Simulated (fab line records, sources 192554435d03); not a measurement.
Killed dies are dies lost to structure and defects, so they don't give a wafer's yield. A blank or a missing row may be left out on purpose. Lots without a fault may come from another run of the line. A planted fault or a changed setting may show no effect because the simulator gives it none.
fab line records | flow n5_finfet
record lots=5 wafers=15 last_day=16
route steps=1938 shown BEOL_M1@828 BEOL_M2@841
lots that met no fault: from a run of the same line without faults
start_h: hours from the record's first day to the start of the lot's first wafer shown | wait_h: hours since the lot's step before | " the same as in the row above | L1.1+2: a row that stands for several wafers | - no value, or no start given | * or withheld: withheld | < > ~ a bound
route shown NAME@n: a module of which the file shows steps, and the number in the route of the first | usual: mean/standard deviation of fault-free wafers | same: alike in all rows | chamber/n: place in a boat | sites: the reading at each site | _std_site: their standard deviation | _edge_site: outer sites' mean less inner sites' | radius_mm: how far each site lies from the wafer's centre | mask NAME#n: copy n | behind: the tool/chamber that last shaped the wafer | hold: why the lot was held/for how many hours/how that ended | device: the transistor (n, p or np) that didn't switch | end of line: the same wafers' tests at the end of the route | a step without rows: its recipe alone | killed: dies lost to structure and defects at the first sort, not the wafer's yield | map: a wafer's dies, x killed, . not, _ none there
set.NAME: the setting as run; set.NAME@STEP: as run at that earlier step | model.NAME: the simulator's own value behind a step, which no gauge read
lots at some steps of the route; a table a step, a row a wafer
services: from which hour (start_h, from the record's first day; less than 0 if before it) a tool's chamber was out of use, for how many hours, and why
## steps
# step N5_BEOL_M1_SPUTTER_94
# recipe material=Cu target_thk_a=45 temp_c=-20 chamber_pressure_pa=0.07 power_w=withheld time_s=8.29
# usual throttle_valve_pct=30.1/0.9
# columns lot.wafer tool chamber start_h wait_h throttle_valve_pct
L077.1 pvd_sputter-02 - 167.50 0.1 29.8
L077.5 " - " " 30.7
L077.6 " - " " 29.8
L081.1 pvd_sputter-02 - 172.34 0.1 29.9
L081.4 " - " " 29.6
L081.6 " - " " 29.4
L082.1 pvd_sputter-03 - 181.25 0.1 30.6
L082.3 " - " " 31.4
L082.4 " - " " 30.8
L085.3 pvd_sputter-02 - 210.45 0.1 29.7
L085.4 " - " " 30.9
L085.5 " - " " 30.0
L091.2 pvd_sputter-01 - 237.11 0.1 30.1
L091.5 " - " " 30.4
L091.6 " - " " 28.3
# step N5_BEOL_M1_ANNEAL_95
# recipe temp_c=400 time_s=240 ambient=vacuum
# usual heater_power_w=861/130
# columns lot.wafer tool chamber start_h wait_h heater_power_w
L077.1 pvd_sputter-02 - 167.58 0.0 876
L077.5 " - " " 994
L077.6 " - " " 719
L081.1 pvd_sputter-02 - 172.42 0.0 917
L081.4 " - " " 756
L081.6 " - " " 900
L082.1 pvd_sputter-03 - 181.33 0.0 882
L082.3 " - " " 806
L082.4 " - " " 756
L085.3 pvd_sputter-02 - 210.53 0.0 882
L085.4 " - " " 1049
L085.5 " - " " 889
L091.2 pvd_sputter-01 - 237.19 0.0 1115
L091.5 " - " " 888
L091.6 " - " " 764
# step N5_BEOL_M1_SPUTTER_96
# recipe material=Cu target_thk_a=45 temp_c=-20 chamber_pressure_pa=0.07 power_w=withheld time_s=8.29
# usual throttle_valve_pct=30.1/0.88
# columns lot.wafer tool chamber start_h wait_h throttle_valve_pct
L077.1 pvd_sputter-02 - 167.72 0.1 29.4
L077.5 " - " " 31.1
L077.6 " - " " 29.7
L081.1 pvd_sputter-02 - 172.56 0.1 29.9
L081.4 " - " " 29.7
L081.6 " - " " 30.0
L082.1 pvd_sputter-03 - 181.47 0.1 30.9
L082.3 " - " " 31.2
L082.4 " - " " 30.9
L085.3 pvd_sputter-02 - 210.67 0.1 29.5
L085.4 " - " " 30.7
L085.5 " - " " 29.7
L091.2 pvd_sputter-01 - 237.33 0.1 30.5
L091.5 " - " " 30.5
L091.6 " - " " 28.3
# step N5_BEOL_M1_ECD_50
# recipe material=Cu target_thk_a=3000
# columns lot.wafer tool chamber start_h wait_h
L077.1+5+6 ecd_cu-01 1,0,1 167.84 0.1
L081.1+4+6 ecd_cu-02 0 172.68 0.1
L082.1+3+4 ecd_cu-02 1,1,0 181.58 0.1
L085.3+4+5 ecd_cu-01 1,0,1 210.80 0.1
L091.2+5+6 ecd_cu-02 1,0,1 237.45 0.1
# step N5_BEOL_M1_ANNEAL_51
# recipe temp_c=225 time_s=90 ambient=N2
# usual wafer_temp_C_max=226.0/0.36
# columns lot.wafer tool chamber start_h wait_h wafer_temp_C_max
L077.1 rtp_anneal-01 0 167.93 0.1 226.2
L077.5 " 0 " " 225.7
L077.6 " 0 " " 226.0
L081.1 rtp_anneal-02 0 173.29 0.6 226.0
L081.4 " 0 " " 226.1
L081.6 " 0 " " 226.4
L082.1 rtp_anneal-01 0 181.68 0.1 226.1
L082.3 " 0 " " 225.9
L082.4 " 0 " " 225.7
L085.3 rtp_anneal-02 0 210.95 0.1 226.6
L085.4 " 0 " " 226.1
L085.5 " 0 " " 226.9
L091.2 rtp_anneal-01 0 237.57 0.1 226.0
L091.5 " 0 " " 226.2
L091.6 " 0 " " 226.1
# step N5_BEOL_M1_CMP_52
# recipe stop_on=SiOC t_overpolish_s=6.8 down_force_psi=1 platen_rpm=50 clearing_platen_down_force_psi=1.5 clearing_platen_rpm=50 post_cmp_clean=cu_alkaline target_thk_nm=40 clearing_platen_pad_velocity_m_s=0.99484 pad_velocity_m_s=0.99484
# usual barrier_field_endpoint_s=24.6/0.69 motor_current_A=6.1/0.6 overpolish_run_s=6.800/0.0087 pad_life_wafers=766/710 time_to_endpoint_s=62/3.6
# columns lot.wafer tool chamber start_h wait_h barrier_field_endpoint_s motor_current_A overpolish_run_s pad_life_wafers time_to_endpoint_s
L077.1 cmp-03 2 168.36 0.4 24.4 6.5 6.789 1581 63
L077.6 " 3 " " 23.9 5.7 6.795 - 58
L077.5 " 0 " " 24.4 5.3 6.791 - 60
L081.1 cmp-03 0 173.60 0.3 23.7 5.3 6.799 1626 58
L081.4 " 2 " " 24.7 6.1 6.798 1628 59
L081.6 " 1 " " 23.9 7.0 6.801 - 59
L082.4 cmp-02 2 182.25 0.2 24.5 6.8 6.806 210 63
L082.1 " 0 " " 24.1 6.4 6.805 212 58
L082.3 " 1 " " 24.6 6.7 6.799 213 63
L085.4 cmp-03 3 211.16 0.1 24.7 5.6 6.787 1950 58
L085.3 " 2 " " 24.6 6.5 6.785 1953 63
L085.5 " 0 " " 24.2 5.5 6.797 - 58
L091.2 cmp-04 0 238.00 0.4 25.3 5.9 6.794 62 66
L091.5 " 2 " " 24.8 6.0 6.804 - 62
L091.6 " 3 " " 25.0 6.3 6.786 - 64
# step N5_BEOL_M1_THK_MEAS_53
# recipe thk_meas_gauge=xrf reads=Cu_of_BEOL_M1_ECD_50
# usual M1_THK=40.3/1.8
# columns lot.wafer tool chamber start_h wait_h M1_THK[nm]
L077.1 film_metro-02 - 168.54 - 41.8
L077.5 " - " " 43.8
L077.6 " - " " 40.5
L081.1 film_metro-02 - 173.90 - 36.0
L081.4 " - " " 41.1
L081.6 " - " " 38.5
L082.1 film_metro-02 - 182.54 - 38.4
L082.3 " - " " 38.9
L082.4 " - " " 40.1
L085.3 film_metro-01 - 211.46 - 39.7
L085.4 " - " " 40.9
L085.5 " - " " 42.1
L091.2 film_metro-02 - 238.23 - 37.7
L091.5 " - " " 40.0
L091.6 " - " " 37.7
# step N5_BEOL_M1_PRE_CLEAN_60
# recipe gas=NH3/H2 time_s=15 temp_c=* rf_power_w=300
# usual heater_power_w=98/8.9 rf_fwd_power_W=296.1/1.5
# columns lot.wafer tool chamber start_h wait_h heater_power_w rf_fwd_power_W
L077.1 cvd_co-01 2 168.58 0.0 94 299.2
L077.5 " 2 " " 93 297.6
L077.6 " 0 " " 118 295.2
L081.1 cvd_co-02 2 173.93 0.0 98 292.7
L081.4 " 2 " " 96 293.6
L081.6 " 0 " " 87 298.0
L082.1 cvd_co-01 2 182.58 0.0 93 296.4
L082.3 " 1 " " 91 296.0
L082.4 " 0 " " 114 296.4
L085.3 cvd_co-01 2 211.49 0.0 93 297.3
L085.4 " 1 " " 91 295.6
L085.5 " 0 " " 116 296.3
L091.2 cvd_co-01 1 238.26 0.0 92 294.3
L091.5 " 0 " " 119 296.3
L091.6 " 1 " " 93 295.1
# step N5_BEOL_M1_CO_CAP_55
# recipe material=Co target_thk_a=20 temp_c=200 precursor=CCTBA/H2 pressure_torr=30 time_s=102.1
# usual heater_power_w=252/12
# columns lot.wafer tool chamber start_h wait_h heater_power_w
L077.1 cvd_co-01 2 168.62 0.0 247
L077.5 " 2 " " 244
L077.6 " 0 " " 271
L081.1 cvd_co-02 2 173.97 0.0 254
L081.4 " 2 " " 245
L081.6 " 0 " " 243
L082.1 cvd_co-01 2 182.62 0.0 243
L082.3 " 1 " " 244
L082.4 " 0 " " 275
L085.3 cvd_co-01 2 211.53 0.0 246
L085.4 " 1 " " 245
L085.5 " 0 " " 276
L091.2 cvd_co-01 1 238.30 0.0 244
L091.5 " 0 " " 273
L091.6 " 1 " " 244
# step N5_BEOL_M1_PRE_CLEAN_56
# recipe gas=NH3 time_s=15 temp_c=withheld rf_power_w=300
# usual rf_fwd_power_W=294.9/1.6
# columns lot.wafer tool chamber start_h wait_h rf_fwd_power_W
L077.1 pecvd-02 0 168.71 0.1 292.4
L077.5 " 1 " " 296.1
L077.6 " 0 " " 291.3
L081.1 pecvd-04 2 174.06 0.1 296.2
L081.4 " 2 " " 296.0
L081.6 " 0 " " 293.6
L082.1 pecvd-04 1 182.71 0.1 294.1
L082.3 " 2 " " 295.7
L082.4 " 1 " " 294.4
L085.3 pecvd-04 1 211.62 0.1 293.6
L085.4 " 0 " " 294.3
L085.5 " 2 " " 294.2
L091.2 pecvd-02 1 238.39 0.1 297.3
L091.5 " 1 " " 295.8
L091.6 " 2 " " 297.0
# step N5_BEOL_M1_DEP_57
# recipe material=SiCN target_thk_a=80 temp_c=withheld precursor=3MS/NH3 pressure_torr=3 rf_w=202 time_s=14
# usual rf_fwd_power_W=199.5/1.1 showerhead_plenum_p_Torr=3.673/0.0097 showerhead_vpp_V=874/30 throttle_valve_pct=8.9/0.61
# columns lot.wafer tool chamber start_h wait_h rf_fwd_power_W showerhead_plenum_p_Torr showerhead_vpp_V throttle_valve_pct
L077.1 pecvd-02 0 168.73 0.0 197.7 3.681 898 9.0
L077.5 " 1 " " 200.2 3.646 872 9.2
L077.6 " 0 " " 197.2 3.679 896 8.7
L081.1 pecvd-04 2 174.09 0.0 200.3 3.672 849 9.1
L081.4 " 2 " " 200.5 3.667 849 8.8
L081.6 " 0 " " 199.5 3.682 871 9.2
L082.1 pecvd-04 1 182.74 0.0 199.7 3.679 884 10.1
L082.3 " 2 " " 201.4 3.661 847 9.1
L082.4 " 1 " " 199.9 3.675 882 10.3
L085.3 pecvd-04 1 211.65 0.0 199.9 3.675 887 10.1
L085.4 " 0 " " 198.7 3.687 857 9.3
L085.5 " 2 " " 200.5 3.667 858 9.0
L091.2 pecvd-02 1 238.42 0.0 199.2 3.658 860 8.8
L091.5 " 1 " " 200.6 3.668 880 8.9
L091.6 " 2 " " 200.0 3.674 894 8.1
# step N5_BEOL_M1_RS_MEAS_58
# recipe thk_meas_gauge=four-point-probe reads=Co_of_BEOL_M1_CO_CAP_55+Cu_of_BEOL_M1_ECD_50+Co_of_BEOL_M1_CVD_47+TaN_of_BEOL_M1_ALD_84
# usual M1_RS=0.67/0.039
# columns lot.wafer tool chamber start_h wait_h M1_RS[ohm/sq]
L077.1 film_metro-01 - 168.80 0.0 0.64
L077.5 " - " " 0.60
L077.6 " - " " 0.66
L081.1 film_metro-02 - 174.16 0.0 0.78
L081.4 " - " " 0.65
L081.6 " - " " 0.71
L082.1 film_metro-02 - 182.80 0.0 0.72
L082.3 " - " " 0.71
L082.4 " - " " 0.68
L085.3 film_metro-02 - 211.72 0.1 0.68
L085.4 " - " " 0.66
L085.5 " - " " 0.63
L091.2 film_metro-01 - 238.49 0.1 0.73
L091.5 " - " " 0.68
L091.6 " - " " 0.73
# step N5_BEOL_M1_INSPECT_59
# recipe inspect_instrument=darkfield mode=post_dep
# usual raw_defect_count=77/26
# columns lot.wafer tool chamber start_h wait_h raw_defect_count
L077.1 defect_inspect-01 - 168.83 0.0 105
L077.5 " - " " 47
L077.6 " - " " 87
L081.1 defect_inspect-02 - 174.18 0.0 97
L081.4 " - " " 119
L081.6 " - " " 125
L082.1 defect_inspect-01 - 182.83 0.0 41
L082.3 " - " " 80
L082.4 " - " " 67
L085.3 defect_inspect-01 - 211.74 0.0 64
L085.4 " - " " 78
L085.5 " - " " 50
L091.2 defect_inspect-01 - 238.51 0.0 96
L091.5 " - " " 61
L091.6 " - " " 90
# step N5_BEOL_M2_ILD_DEP_00
# recipe material=SiOC target_thk_a=790 temp_c=350 precursor=DEMS/O2 pressure_torr=5 rf_w=500 time_s=15.3
# usual heater_power_w=539/83 rf_fwd_power_W=493.7/2.5 showerhead_plenum_p_Torr=5.699/0.014 showerhead_vpp_V=1346/44 throttle_valve_pct=11.7/0.73
# columns lot.wafer tool chamber start_h wait_h heater_power_w rf_fwd_power_W showerhead_plenum_p_Torr showerhead_vpp_V throttle_valve_pct
L077.1 pecvd-03 0 168.86 0.0 581 495.0 5.683 1241 11.7
L077.5 " 2 " " 464 490.6 5.707 1441 10.4
L077.6 " 0 " " 587 493.0 5.702 1283 11.5
L081.1 pecvd-01 0 174.22 0.0 368 493.2 5.665 1358 12.2
L081.4 " 0 " " 366 495.7 5.677 1377 12.2
L081.6 " 2 " " 605 490.8 5.693 1292 11.7
L082.1 pecvd-01 2 182.87 0.0 563 490.6 5.687 1306 11.6
L082.3 " 0 " " 440 498.1 5.673 1342 12.0
L082.4 " 2 " " 560 488.6 5.701 1294 11.5
L085.3 pecvd-04 1 211.78 0.0 504 494.3 5.711 1372 13.5
L085.4 " 0 " " 478 494.7 5.708 1351 12.8
L085.5 " 2 " " 569 495.6 5.704 1354 11.7
L091.2 pecvd-01 1 238.55 0.0 506 497.8 5.696 1318 11.6
L091.5 " 1 " " 515 495.0 5.710 1347 11.4
L091.6 " 0 " " 380 496.1 5.675 1344 12.0
# step N5_BEOL_M2_THK_MEAS_01
# recipe reads=SiOC_of_BEOL_M2_ILD_DEP_00
# usual M2_ILD_THK=79.2/1.3
# columns lot.wafer tool chamber start_h wait_h M2_ILD_THK[nm]
L077.1 film_metro-01 - 168.93 0.0 79.7
L077.5 " - " " 80.9
L077.6 " - " " 81.3
L081.1 film_metro-02 - 174.29 0.0 77.2
L081.4 " - " " 78.9
L081.6 " - " " 79.0
L082.1 film_metro-02 - 183.11 0.2 78.2
L082.3 " - " " 78.3
L082.4 " - " " 79.7
L085.3 film_metro-02 - 211.85 0.1 79.0
L085.4 " - " " 80.3
L085.5 " - " " 80.4
L091.2 film_metro-01 - 238.62 0.1 78.7
L091.5 " - " " 78.8
L091.6 " - " " 79.5
# step N5_BEOL_M2_PECVD_72
# recipe material=SiO2 target_thk_a=160 temp_c=400 precursor=TEOS/O2 pressure_torr=5.5 rf_w=450 teos_flow_sccm=53.8 gas=O2 flow_sccm=3000 time_s=18
# usual heater_power_w=745/98 rf_fwd_power_W=444.4/1.7 showerhead_plenum_p_Torr=8.81/0.055 showerhead_vpp_V=1279/33 throttle_valve_pct=22.4/1.3
# columns lot.wafer tool chamber start_h wait_h heater_power_w rf_fwd_power_W showerhead_plenum_p_Torr showerhead_vpp_V throttle_valve_pct
L077.1 pecvd-01 1 168.97 0.0 791 446.6 8.83 1292 22.1
L077.5 " 0 " " 549 444.7 8.72 1294 22.5
L077.6 " 1 " " 809 447.3 8.81 1258 21.6
L081.1 pecvd-04 0 174.32 0.0 607 445.4 8.86 1276 23.3
L081.4 " 1 " " 738 444.6 8.86 1301 24.7
L081.6 " 0 " " 614 445.1 8.88 1265 23.2
L082.1 pecvd-04 2 183.15 0.0 830 445.5 8.76 1278 21.9
L082.3 " 1 " " 747 442.8 8.86 1325 25.2
L082.4 " 0 " " 716 445.4 8.89 1301 23.5
L085.3 pecvd-04 2 211.88 0.0 681 444.4 8.81 1282 22.1
L085.4 " 2 " " 674 444.9 8.77 1270 22.0
L085.5 " 0 " " 698 441.3 8.89 1301 23.0
L091.2 pecvd-03 0 238.65 0.0 986 444.0 8.81 1208 21.8
L091.5 " 2 " " 752 442.5 8.85 1346 19.4
L091.6 " 0 " " 969 444.8 8.85 1216 21.7
# step N5_BEOL_M2_HM_DEP_02
# recipe material=TiN target_thk_a=200 temp_c=25 chamber_pressure_pa=0.49996
# usual throttle_valve_pct=30.1/0.99
# columns lot.wafer tool chamber start_h wait_h throttle_valve_pct
L077.1 pvd_sputter-03 - 170.04 1.1 30.8
L077.5 " - " " 31.3
L077.6 " - " " 30.8
L081.1 pvd_sputter-01 - 175.21 0.9 29.6
L081.4 " - " " 29.9
L081.6 " - " " 28.6
L082.1 pvd_sputter-01 - 184.38 1.2 30.3
L082.3 " - " " 30.1
L082.4 " - " " 29.4
L085.3 pvd_sputter-02 - 212.19 0.3 30.0
L085.4 " - " " 29.6
L085.5 " - " " 29.9
L091.2 pvd_sputter-03 - 238.94 0.3 30.8
L091.5 " - " " 31.9
L091.6 " - " " 30.8
# step N5_BEOL_M2_COAT_61
# recipe resist=SOC temp_c=250 time_s=60 spin_rpm=1500 resist_thk_nm=60
# usual dispense_pressure_kPa=50/4.9
# columns lot.wafer tool chamber start_h wait_h dispense_pressure_kPa
L077.1 litho_track-04 0 170.17 0.1 43
L077.5 " 0 " " 43
L077.6 " 0 " " 43
L081.1 litho_track-02 0 175.35 0.1 53
L081.4 " 0 " " 53
L081.6 " 0 " " 53
L082.1 litho_track-03 0 184.51 0.1 54
L082.3 " 0 " " 54
L082.4 " 0 " " 54
L085.3 litho_track-04 0 212.33 0.1 43
L085.4 " 0 " " 43
L085.5 " 0 " " 43
L091.2 litho_track-03 0 239.07 0.1 54
L091.5 " 0 " " 54
L091.6 " 0 " " 54
# step N5_BEOL_M2_COAT_62
# recipe resist=SiARC temp_c=220 time_s=60 spin_rpm=1500 resist_thk_nm=12
# usual dispense_pressure_kPa=50/4.9
# columns lot.wafer tool chamber start_h wait_h dispense_pressure_kPa
L077.1 litho_track-04 0 - - 43
L077.5 " 0 " " 43
L077.6 " 0 " " 43
L081.1 litho_track-02 0 - - 53
L081.4 " 0 " " 53
L081.6 " 0 " " 53
L082.1 litho_track-03 0 - - 54
L082.3 " 0 " " 54
L082.4 " 0 " " 54
L085.3 litho_track-04 0 - - 43
L085.4 " 0 " " 43
L085.5 " 0 " " 43
L091.2 litho_track-03 0 - - 54
L091.5 " 0 " " 54
L091.6 " 0 " " 54
# step N5_BEOL_M2_COAT_73
# recipe resist=underlayer temp_c=205 time_s=60 spin_rpm=1500 resist_thk_nm=5
# usual dispense_pressure_kPa=50/4.9
# columns lot.wafer tool chamber start_h wait_h dispense_pressure_kPa
L077.1 litho_track-04 0 - - 43
L077.5 " 0 " " 43
L077.6 " 0 " " 43
L081.1 litho_track-02 0 - - 53
L081.4 " 0 " " 53
L081.6 " 0 " " 53
L082.1 litho_track-03 0 - - 54
L082.3 " 0 " " 54
L082.4 " 0 " " 54
L085.3 litho_track-04 0 - - 43
L085.4 " 0 " " 43
L085.5 " 0 " " 43
L091.2 litho_track-03 0 - - 54
L091.5 " 0 " " 54
L091.6 " 0 " " 54
# step N5_BEOL_M2_COAT_05
# recipe resist=CAR-EUV spin_rpm=1500 resist_thk_nm=30
# usual dispense_pressure_kPa=50/4.9
# columns lot.wafer tool chamber start_h wait_h dispense_pressure_kPa
L077.1 litho_track-04 0 - - 43
L077.5 " 0 " " 43
L077.6 " 0 " " 43
L081.1 litho_track-02 0 - - 53
L081.4 " 0 " " 53
L081.6 " 0 " " 53
L082.1 litho_track-03 0 - - 54
L082.3 " 0 " " 54
L082.4 " 0 " " 54
L085.3 litho_track-04 0 - - 43
L085.4 " 0 " " 43
L085.5 " 0 " " 43
L091.2 litho_track-03 0 - - 54
L091.5 " 0 " " 54
L091.6 " 0 " " 54
# step N5_BEOL_M2_EBR_07
# recipe solvent=PGMEA ebr_width_mm=1.5
# columns lot.wafer tool chamber start_h wait_h
L077.1+5+6 litho_track-04 0 - -
L081.1+4+6 litho_track-02 0 - -
L082.1+3+4 litho_track-03 0 - -
L085.3+4+5 litho_track-04 0 - -
L091.2+5+6 litho_track-03 0 - -
# step N5_BEOL_M2_SOFTBAKE_06
# recipe temp_c=110 time_s=60 resist=CAR-EUV
# columns lot.wafer tool chamber start_h wait_h
L077.1+5+6 litho_track-04 0 - -
L081.1+4+6 litho_track-02 0 - -
L082.1+3+4 litho_track-03 0 - -
L085.3+4+5 litho_track-04 0 - -
L091.2+5+6 litho_track-03 0 - -
# step N5_BEOL_M2_EXPOSE_08
# recipe mask_id=M2 na=0.33 source_shape=dipole sigma_inner=0.369 sigma_outer=0.767 polarization=unpolarized dose_mj=41.25
# usual focus_offset_nm=0.0/0.53
# columns lot.wafer tool chamber start_h wait_h mask focus_offset_nm
L077.1 euv_scanner-01 0 170.43 - M2#0 0.4
L077.5 " 0 " " M2#0 0.1
L077.6 " 0 " " M2#0 -0.3
L081.1 euv_scanner-02 0 175.49 - M2#0 0.2
L081.4 " 0 " " M2#0 0.7
L081.6 " 0 " " M2#0 0.8
L082.1 euv_scanner-02 0 184.64 - M2#0 0.6
L082.3 " 0 " " M2#0 0.5
L082.4 " 0 " " M2#0 0.3
L085.3 euv_scanner-01 0 212.50 - M2#0 0.3
L085.4 " 0 " " M2#0 0.3
L085.5 " 0 " " M2#0 0.1
L091.2 euv_scanner-02 0 239.21 - M2#0 0.8
L091.5 " 0 " " M2#0 -0.3
L091.6 " 0 " " M2#0 0.0
# step N5_BEOL_M2_PEB_09
# recipe peb_temp_c=100 peb_time_s=60 resist=CAR-EUV
# columns lot.wafer tool chamber start_h wait_h
L077.1+5+6 litho_track-04 0 170.50 0.1
L081.1+4+6 litho_track-02 0 175.55 0.1
L082.1+3+4 litho_track-03 0 184.71 0.1
L085.3+4+5 litho_track-03 0 212.55 0.0
L091.2+5+6 litho_track-02 0 239.27 0.1
# step N5_BEOL_M2_DEVELOP_10
# recipe develop_time_s=30 developer=TMAH resist=CAR-EUV rinse_liquid=surfactant_rinse dry=air_spin dev_temp_c=23
# columns lot.wafer tool chamber start_h wait_h
L077.1+5+6 litho_track-04 0 - -
L081.1+4+6 litho_track-02 0 - -
L082.1+3+4 litho_track-03 0 - -
L085.3+4+5 litho_track-03 0 - -
L091.2+5+6 litho_track-02 0 - -
# step N5_BEOL_M2_CD_MEAS_11
# recipe target_cd_nm=16.79 landing_energy_ev=500 detector=se_inlens polarity=opening
# usual cd_nm=16.86/0.28
# columns lot.wafer tool chamber start_h wait_h cd_nm
L077.1 cd_sem-01 0 170.56 - 16.84
L077.5 " 0 " " 16.09
L077.6 " 0 " " 16.77
L081.1 cd_sem-03 0 175.62 - 17.37
L081.4 " 0 " " 16.80
L081.6 " 0 " " 16.74
L082.1 cd_sem-01 0 184.77 - 16.75
L082.3 " 0 " " 16.85
L082.4 " 0 " " 16.53
L085.3 cd_sem-01 0 212.62 - 16.48
L085.4 " 0 " " 16.51
L085.5 " 0 " " 16.49
L091.2 cd_sem-01 0 239.34 - 17.31
L091.5 " 0 " " 17.06
L091.6 " 0 " " 16.73
# step N5_BEOL_M2_OVL_MEAS_12
# recipe points_per_wafer=522
# usual M2_OVL=0.6/0.69
# columns lot.wafer tool chamber start_h wait_h M2_OVL[nm]
L077.1 overlay-01 0 170.59 0.0 0.9
L077.5 " 0 " " 0.0
L077.6 " 0 " " 0.3
L081.1 overlay-01 0 175.65 0.0 0.5
L081.4 " 0 " " 1.0
L081.6 " 0 " " 1.1
L082.1 overlay-01 0 184.80 0.0 0.8
L082.3 " 0 " " 0.9
L082.4 " 0 " " 0.7
L085.3 overlay-02 0 212.66 0.0 0.6
L085.4 " 0 " " 0.2
L085.5 " 0 " " 0.2
L091.2 overlay-02 0 239.37 0.0 1.4
L091.5 " 0 " " 0.4
L091.6 " 0 " " 1.3
# step N5_BEOL_M2_INSPECT_13
# recipe mode=adi inspect_instrument=brightfield
# usual raw_defect_count=444/110
# columns lot.wafer tool chamber start_h wait_h raw_defect_count
L077.1 defect_inspect-02 - 170.65 0.1 532
L077.5 " - " " 384
L077.6 " - " " 428
L081.1 defect_inspect-02 - 175.71 0.1 454
L081.4 " - " " 546
L081.6 " - " " 452
L082.1 defect_inspect-02 - 184.86 0.1 413
L082.3 " - " " 413
L082.4 " - " " 384
L085.3 defect_inspect-02 - 212.70 0.0 494
L085.4 " - " " 457
L085.5 " - " " 396
L091.2 defect_inspect-01 - 239.43 0.0 579
L091.5 " - " " 537
L091.6 " - " " 469
# step N5_BEOL_M2_DESCUM_16
# recipe chemistry=O2 time_s=7 source_power_w=50 bias_power_w=20 pressure_mtorr=20 rf_frequency_hz=2.712e+07 temp_c=40 resist=CAR-EUV o2_flow_sccm=225
# usual drypump_motor_current_A=5.9/0.41 oes_product_au=0.78/0.07 rf_fwd_power_W=49.39/0.21 rf_vpp_V=243.1/1.1 showerhead_plenum_p_Torr=2.10/0.063 throttle_valve_pct=20.5/0.32
# columns lot.wafer tool chamber start_h wait_h drypump_motor_current_A oes_product_au rf_fwd_power_W rf_hours_counter_h rf_vpp_V showerhead_plenum_p_Torr throttle_valve_pct
L077.1 rie_diel-03 2 171.03 0.4 5.4 0.73 49.51 178 244.9 2.05 20.1
L077.5 " 1 " " 5.5 0.82 49.10 - 241.5 2.13 20.6
L077.6 " 2 " " 5.4 0.73 49.75 - 242.7 2.05 20.1
L081.1 rie_diel-06 0 175.74 0.0 5.7 0.80 49.55 120 245.8 2.20 20.5
L081.4 " 2 " " 5.4 0.73 49.82 192 241.7 2.08 20.3
L081.6 " 2 " " 5.4 0.73 49.29 - 243.0 2.08 20.3
L082.1 rie_diel-01 3 184.90 0.0 6.1 0.70 49.59 227 244.6 2.08 21.0
L082.3 " 2 " " 6.2 0.91 49.50 32 242.5 2.14 20.6
L082.4 " 0 " " 6.5 0.77 49.79 144 244.3 2.18 20.5
L085.3 rie_diel-03 1 212.74 0.0 5.5 0.81 49.40 85 242.8 2.12 20.6
L085.4 " 0 " " 6.1 0.71 49.41 184 242.1 2.12 21.0
L085.5 " 0 " " 6.1 0.71 49.33 - 243.1 2.12 21.0
L091.2 rie_diel-06 2 239.46 0.0 5.4 0.72 49.66 215 241.5 2.07 20.3
L091.5 " 2 " " 5.4 0.71 49.52 - 243.4 2.07 20.3
L091.6 " 0 " " 5.7 0.79 49.78 - 246.0 2.19 20.5
# step N5_BEOL_M2_ETCH_74
# recipe chemistry=N2/H2 target=underlayer target_depth_a=65 mask_material=CAR-EUV time_s=5.2 ion_energy_ev=200 pressure_mtorr=30 source_w=840 bias_w=150 n2_flow_sccm=200 h2_flow_sccm=200 ends=cleared
# usual drypump_motor_current_A=5.9/0.42 etch_rf_on_time_s=5.28/0.19 oes_product_au=0.65/0.056 rf_fwd_power_W=819.5/2.6 rf_vpp_V=524.0/2.2 showerhead_plenum_p_Torr=2.54/0.071 throttle_valve_pct=17.85/0.21
# columns lot.wafer tool chamber start_h wait_h drypump_motor_current_A etch_rf_on_time_s oes_product_au rf_fwd_power_W rf_hours_counter_h rf_vpp_V showerhead_plenum_p_Torr throttle_valve_pct
L077.1 rie_diel-03 2 171.06 0.0 5.4 5.41 0.60 818.9 178 526.3 2.55 17.82
L077.5 " 1 " " 5.4 5.37 0.69 822.3 - 522.9 2.59 17.98
L077.6 " 2 " " 5.4 5.39 0.60 819.8 - 524.6 2.55 17.80
L081.1 rie_diel-06 0 175.78 0.0 5.8 5.19 0.67 816.9 120 525.4 2.65 17.65
L081.4 " 2 " " 5.4 5.47 0.61 815.7 192 525.1 2.53 17.82
L081.6 " 2 " " 5.4 5.43 0.62 819.6 - 523.5 2.53 17.83
L082.1 rie_diel-01 3 184.93 0.0 6.1 4.82 0.63 820.4 227 521.4 2.51 18.25
L082.3 " 2 " " 6.3 5.19 0.77 816.3 32 524.3 2.59 17.87
L082.4 " 0 " " 6.5 5.57 0.64 813.7 144 524.5 2.64 17.97
L085.3 rie_diel-03 1 212.77 0.0 5.5 5.28 0.69 820.5 85 525.6 2.58 17.98
L085.4 " 0 " " 6.1 5.05 0.62 816.5 184 522.2 2.50 17.98
L085.5 " 0 " " 6.1 5.02 0.60 814.9 - 520.6 2.49 17.99
L091.2 rie_diel-06 2 239.49 0.0 5.4 5.49 0.60 819.9 215 521.6 2.53 17.88
L091.5 " 2 " " 5.3 5.49 0.60 818.1 - 522.6 2.53 17.86
L091.6 " 0 " " 5.7 5.18 0.64 818.3 - 528.5 2.64 17.73
## services
# columns tool chamber start_h hours kind
euv_scanner-02 - 143.75 4.6 pm
cvd_co-01 - 149.56 6.8 repair
pvd_sputter-02 - 152.82 8.3 repair
pecvd-01 1 155.76 5.5 scheduled_down
pecvd-03 - 158.00 6.0 pm
cvd_co-02 2 162.97 6.2 repair
euv_scanner-01 - 185.91 1.0 pm
euv_scanner-02 - 187.67 1.0 pm
cvd_co-01 - 193.17 1.1 repair
pecvd-01 0 196.20 4.1 repair
euv_scanner-01 - 198.37 0.8 repair
pecvd-01 2 202.38 - clean
pecvd-01 2 202.38 - consumable_replace:showerhead
pecvd-01 2 202.38 29.0 scheduled_down
pecvd-01 2 202.38 29.0 vent_cycle
euv_scanner-02 - 207.19 5.8 pm
cmp-04 - 212.82 0.3 repair
rie_diel-06 1 220.53 - clean
rtp_anneal-02 - 220.97 2.9 pm
rie_diel-03 - 222.26 2.8 pm
pecvd-03 - 225.44 0.3 repair
pecvd-04 1 225.77 26.1 repair
cmp-04 - 227.49 4.0 pm
cmp-03 - 237.91 4.0 pm
## key
fault none
